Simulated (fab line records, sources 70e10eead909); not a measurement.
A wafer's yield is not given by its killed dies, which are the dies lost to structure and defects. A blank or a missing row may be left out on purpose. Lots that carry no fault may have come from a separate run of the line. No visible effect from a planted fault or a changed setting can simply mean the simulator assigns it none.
What tool caused it? :: flow nandHarc :: 39 wafers from 13 lots sampled at 6 of the route's 1302 steps

== WHAT THE GAUGES SHOWED, per wafer ==
NHARC_P_GATE_CD_MEAS_59: the cd target is 720 nm.
lot: L862
measured: day 5 19:01
on: cdSem-01
cdNm (nm): 717.9 721.4 718.5

lot: L863
measured: day 6 02:17
on: cdSem-01
cdNm (nm): 720.0 720.6 720.9

lot: L864
measured: day 6 14:49
on: cdSem-02
cdNm (nm): 719.5 719.1 718.1

lot: L865
measured: day 6 18:35
on: cdSem-03
cdNm (nm): 716.8 719.8 717.8

lot: L867
measured: day 7 16:49
on: cdSem-01
cdNm (nm): - - -

lot: L876
measured: day 11 15:10
on: cdSem-02
cdNm (nm): 719.3 721.5 719.5

lot: L877
measured: day 12 00:52
on: cdSem-02
cdNm (nm): 717.1 722.6 719.3

lot: L878
measured: day 12 13:17
on: cdSem-03
cdNm (nm): 718.1 714.7 721.1

lot: L879
measured: day 12 13:47
on: cdSem-02
cdNm (nm): 720.8 723.2 718.1

lot: L880
measured: day 13 01:29
on: cdSem-01
cdNm (nm): 717.2 723.0 718.9

lot: L882
measured: day 13 17:47
on: cdSem-02
cdNm (nm): 719.8 722.9 718.0

lot: L881
measured: day 13 18:23
on: cdSem-02
cdNm (nm): 721.2 720.0 720.5

lot: L883
measured: day 14 06:48
on: cdSem-03
cdNm (nm): 720.7 716.6 720.5

NHARC_END_SORT_01.
lot: L867
measured: day 26 01:19
on: prober-02
killedAtArray: 83 75 88
killedAtOther: 3 3 4
killedAtPeriphery: 591 599 585
killedDies: 677 677 677
killedOpen: 5 3 2
killedShort: 3 2 5

== EACH LOT AND THE TOOL THAT RAN IT (in order: tool; ch and the chambers of the sampled wafers; start) ==
lot: L862
NHARC_P_GATE_HM_DEP_102: aclDep-02 ch 0, day 5 03:58
NHARC_P_GATE_DEP_103: pecvd-01 ch 1,2, day 5 04:31
NHARC_P_GATE_ETCHBACK_37: rieDiel-10 ch 0,2, day 5 18:52 or earlier
NHARC_P_GATE_EXPOSE_56: krfScanner-02 ch 0, day 5 18:52

lot: L863
NHARC_P_GATE_HM_DEP_102: aclDep-01 ch 0, day 5 11:19
NHARC_P_GATE_DEP_103: pecvd-01 ch 0,2, day 5 12:00
NHARC_P_GATE_ETCHBACK_37: rieDiel-03 ch 1,2,3, day 6 02:08 or earlier
NHARC_P_GATE_EXPOSE_56: krfScanner-02 ch 0, day 6 02:08

lot: L864
NHARC_P_GATE_HM_DEP_102: aclDep-02 ch 0, day 5 23:55
NHARC_P_GATE_DEP_103: pecvd-04 ch 0,2, day 6 00:37
NHARC_P_GATE_ETCHBACK_37: rieDiel-01 ch 0,1, day 6 14:39 or earlier
NHARC_P_GATE_EXPOSE_56: krfScanner-02 ch 0, day 6 14:39

lot: L865
NHARC_P_GATE_HM_DEP_102: aclDep-02 ch 0, day 6 03:41
NHARC_P_GATE_DEP_103: pecvd-03 ch 0,2, day 6 04:17
NHARC_P_GATE_ETCHBACK_37: rieDiel-01 ch 2,3, day 6 18:26 or earlier
NHARC_P_GATE_EXPOSE_56: krfScanner-03 ch 0, day 6 18:26

lot: L867
NHARC_P_GATE_HM_DEP_102: aclDep-03 ch 0, day 7 01:38
NHARC_P_GATE_DEP_103: pecvd-01 ch 0,1,2, day 7 02:19
NHARC_P_GATE_ETCHBACK_37: rieDiel-10 ch 0,1,3, day 7 16:40 or earlier
NHARC_P_GATE_EXPOSE_56: krfScanner-02 ch 0, day 7 16:40

lot: L876
NHARC_P_GATE_HM_DEP_102: aclDep-01 ch 0, day 11 00:20
NHARC_P_GATE_DEP_103: pecvd-04 ch 0,2, day 11 00:47
NHARC_P_GATE_ETCHBACK_37: rieDiel-03 ch 2,3, day 11 15:01 or earlier
NHARC_P_GATE_EXPOSE_56: krfScanner-02 ch 0, day 11 15:01

lot: L877
NHARC_P_GATE_HM_DEP_102: aclDep-03 ch 0, day 11 09:59
NHARC_P_GATE_DEP_103: pecvd-01 ch 0,1,2, day 11 10:29
NHARC_P_GATE_ETCHBACK_37: rieDiel-03 ch 0,1,3, day 12 00:43 or earlier
NHARC_P_GATE_EXPOSE_56: krfScanner-03 ch 0, day 12 00:43

lot: L878
NHARC_P_GATE_HM_DEP_102: aclDep-03 ch 0, day 11 22:22
NHARC_P_GATE_DEP_103: pecvd-03 ch 1,2, day 11 22:58
NHARC_P_GATE_ETCHBACK_37: rieDiel-10 ch 0,2, day 12 13:08 or earlier
NHARC_P_GATE_EXPOSE_56: krfScanner-02 ch 0, day 12 13:08

lot: L879
NHARC_P_GATE_HM_DEP_102: aclDep-03 ch 0, day 11 22:53
NHARC_P_GATE_DEP_103: pecvd-04 ch 0,1,2, day 11 23:34
NHARC_P_GATE_ETCHBACK_37: rieDiel-01 ch 0,1,3, day 12 13:38 or earlier
NHARC_P_GATE_EXPOSE_56: krfScanner-03 ch 0, day 12 13:38

lot: L880
NHARC_P_GATE_HM_DEP_102: aclDep-01 ch 0, day 12 10:53
NHARC_P_GATE_DEP_103: pecvd-01 ch 0,1,2, day 12 11:18
NHARC_P_GATE_ETCHBACK_37: rieDiel-10 ch 2,3, day 13 01:20 or earlier
NHARC_P_GATE_EXPOSE_56: krfScanner-04 ch 0, day 13 01:20

lot: L882
NHARC_P_GATE_HM_DEP_102: aclDep-02 ch 0, day 13 02:46
NHARC_P_GATE_DEP_103: pecvd-03 ch 0,1,2, day 13 03:26
NHARC_P_GATE_ETCHBACK_37: rieDiel-03 ch 1,2,3, day 13 17:38 or earlier
NHARC_P_GATE_EXPOSE_56: krfScanner-02 ch 0, day 13 17:38

lot: L881
NHARC_P_GATE_HM_DEP_102: aclDep-02 ch 0, day 13 03:25
NHARC_P_GATE_DEP_103: pecvd-03 ch 0,2, day 13 04:07
NHARC_P_GATE_ETCHBACK_37: rieDiel-01 ch 0,1,3, day 13 18:14 or earlier
NHARC_P_GATE_EXPOSE_56: krfScanner-03 ch 0, day 13 18:14

lot: L883
NHARC_P_GATE_HM_DEP_102: aclDep-02 ch 0, day 13 15:59
NHARC_P_GATE_DEP_103: pecvd-04 ch 0,1,2, day 13 16:25
NHARC_P_GATE_ETCHBACK_37: rieDiel-03 ch 2,3, day 14 06:40 or earlier
NHARC_P_GATE_EXPOSE_56: krfScanner-02 ch 0, day 14 06:40
- NHARC_P_GATE_HM_DEP_102: deposits aC, target thk 120 nm.
- NHARC_P_GATE_DEP_103: deposits SiON, target thk 30 nm.
- NHARC_P_GATE_ETCHBACK_37: etches the open film in CHF3/O2, target depth 34.5 nm, time 17.2 s.
- NHARC_P_GATE_EXPOSE_56: exposes mask P PSD, target cd 720 nm.

== WHAT THE TOOLS THEMSELVES READ (means of the sampled wafers that have a number; where no wafer has one, the mark that the record gives instead) ==
NHARC_P_GATE_HM_DEP_102.
lot: L862
tool: aclDep-02
throttleValvePct (%): 34.998

lot: L863
tool: aclDep-01
throttleValvePct (%): 34.992

lot: L864
tool: aclDep-02
throttleValvePct (%): 34.998

lot: L865
tool: aclDep-02
throttleValvePct (%): 34.988

lot: L867
tool: aclDep-03
throttleValvePct (%): 35.002

lot: L876
tool: aclDep-01
throttleValvePct (%): 35.005

lot: L877
tool: aclDep-03
throttleValvePct (%): 34.999

lot: L878
tool: aclDep-03
throttleValvePct (%): 35.007

lot: L879
tool: aclDep-03
throttleValvePct (%): 34.994

lot: L880
tool: aclDep-01
throttleValvePct (%): 34.993

lot: L882
tool: aclDep-02
throttleValvePct (%): 35.000

lot: L881
tool: aclDep-02
throttleValvePct (%): 35.005

lot: L883
tool: aclDep-02
throttleValvePct (%): 35.006

NHARC_P_GATE_DEP_103.
lot: L862
tool: pecvd-01
heaterPowerW (W): 871

lot: L863
tool: pecvd-01
heaterPowerW (W): 820

lot: L864
tool: pecvd-04
heaterPowerW (W): 775

lot: L865
tool: pecvd-03
heaterPowerW (W): 755

lot: L867
tool: pecvd-01
heaterPowerW (W): 878

lot: L876
tool: pecvd-04
heaterPowerW (W): 777

lot: L877
tool: pecvd-01
heaterPowerW (W): 910

lot: L878
tool: pecvd-03
heaterPowerW (W): 797

lot: L879
tool: pecvd-04
heaterPowerW (W): 754

lot: L880
tool: pecvd-01
heaterPowerW (W): 907

lot: L882
tool: pecvd-03
heaterPowerW (W): 748

lot: L881
tool: pecvd-03
heaterPowerW (W): 766

lot: L883
tool: pecvd-04
heaterPowerW (W): 757

NHARC_P_GATE_ETCHBACK_37.
lot: L862
tool: rieDiel-10
drypumpMotorCurrentA (A): 5.6
oesProductAu (a.u.): 0.92
rfVppV (V): 370.1
showerheadPlenumPTorr (Torr): 2.42
throttleValvePct (%): 20.570

lot: L863
tool: rieDiel-03
drypumpMotorCurrentA (A): 5.4
oesProductAu (a.u.): 1.00
rfVppV (V): 371.9
showerheadPlenumPTorr (Torr): 2.46
throttleValvePct (%): 20.575

lot: L864
tool: rieDiel-01
drypumpMotorCurrentA (A): 5.8
oesProductAu (a.u.): 0.93
rfVppV (V): 369.1
showerheadPlenumPTorr (Torr): 2.33
throttleValvePct (%): 20.574

lot: L865
tool: rieDiel-01
drypumpMotorCurrentA (A): 5.2
oesProductAu (a.u.): 0.93
rfVppV (V): 371.8
showerheadPlenumPTorr (Torr): 2.44
throttleValvePct (%): 20.583

lot: L867
tool: rieDiel-10
drypumpMotorCurrentA (A): 5.8
oesProductAu (a.u.): 0.92
rfVppV (V): 370.1
showerheadPlenumPTorr (Torr): 2.38
throttleValvePct (%): 20.576

lot: L876
tool: rieDiel-03
drypumpMotorCurrentA (A): 5.2
oesProductAu (a.u.): 1.01
rfVppV (V): 371.2
showerheadPlenumPTorr (Torr): 2.43
throttleValvePct (%): 20.576

lot: L877
tool: rieDiel-03
drypumpMotorCurrentA (A): 5.8
oesProductAu (a.u.): 0.93
rfVppV (V): 371.6
showerheadPlenumPTorr (Torr): 2.48
throttleValvePct (%): 20.572

lot: L878
tool: rieDiel-10
drypumpMotorCurrentA (A): 5.8
oesProductAu (a.u.): 0.97
rfVppV (V): 371.8
showerheadPlenumPTorr (Torr): 2.46
throttleValvePct (%): 20.571

lot: L879
tool: rieDiel-01
drypumpMotorCurrentA (A): 5.5
oesProductAu (a.u.): 0.93
rfVppV (V): 371.9
showerheadPlenumPTorr (Torr): 2.41
throttleValvePct (%): 20.573

lot: L880
tool: rieDiel-10
drypumpMotorCurrentA (A): 5.6
oesProductAu (a.u.): 0.93
rfVppV (V): 369.1
showerheadPlenumPTorr (Torr): 2.35
throttleValvePct (%): 20.584

lot: L882
tool: rieDiel-03
drypumpMotorCurrentA (A): 5.4
oesProductAu (a.u.): 1.00
rfVppV (V): 371.8
showerheadPlenumPTorr (Torr): 2.46
throttleValvePct (%): 20.574

lot: L881
tool: rieDiel-01
drypumpMotorCurrentA (A): 5.5
oesProductAu (a.u.): 0.93
rfVppV (V): 371.0
showerheadPlenumPTorr (Torr): 2.41
throttleValvePct (%): 20.574

lot: L883
tool: rieDiel-03
drypumpMotorCurrentA (A): 5.4
oesProductAu (a.u.): 0.93
rfVppV (V): 369.5
showerheadPlenumPTorr (Torr): 2.40
throttleValvePct (%): 20.575

== THE ANSWER, worked out from the rows above alone ==
Rule: usual is defined by the lots themselves. Put in order of their means at a reading, lots are off if they are a third of the lots or fewer, leave a main group of 4 or more, and stand apart from it by a gap of 3 or more times the standard deviation of the main group's means; of several such gaps the widest counts. A main group is skipped when, at the precision printed for the reading in the tables above, its means are all equal. Also off: a lot with no number at a reading for which 4 or more lots have one. All remaining lots with rows at the step are treated as sound. The gauges are gone through in route order, then the tools' own readings, and for those a lot's mean is taken as printed above. The first step at which some lot is off is used, and at that step the reading that is off furthest; a lot without a number counts as furthest.
Off, at NHARC_P_GATE_CD_MEAS_59 on cdNm: L867. Without a number there: L867. The main group has a mean of 719.6 nm with a standard deviation of 0.87.
A tool fits if, at a process step before that reading, it ran every lot that is off, and no sound lot after the first of them. Those tools and the gauges at NHARC_P_GATE_CD_MEAS_59 are tried in the same way. NHARC_P_GATE_ETCHBACK_37: start missing for some lots; hours and lot order therefore follow NHARC_P_GATE_EXPOSE_56. Of those tried, none fits.

== WHAT THE SIMULATOR PUT IN ==
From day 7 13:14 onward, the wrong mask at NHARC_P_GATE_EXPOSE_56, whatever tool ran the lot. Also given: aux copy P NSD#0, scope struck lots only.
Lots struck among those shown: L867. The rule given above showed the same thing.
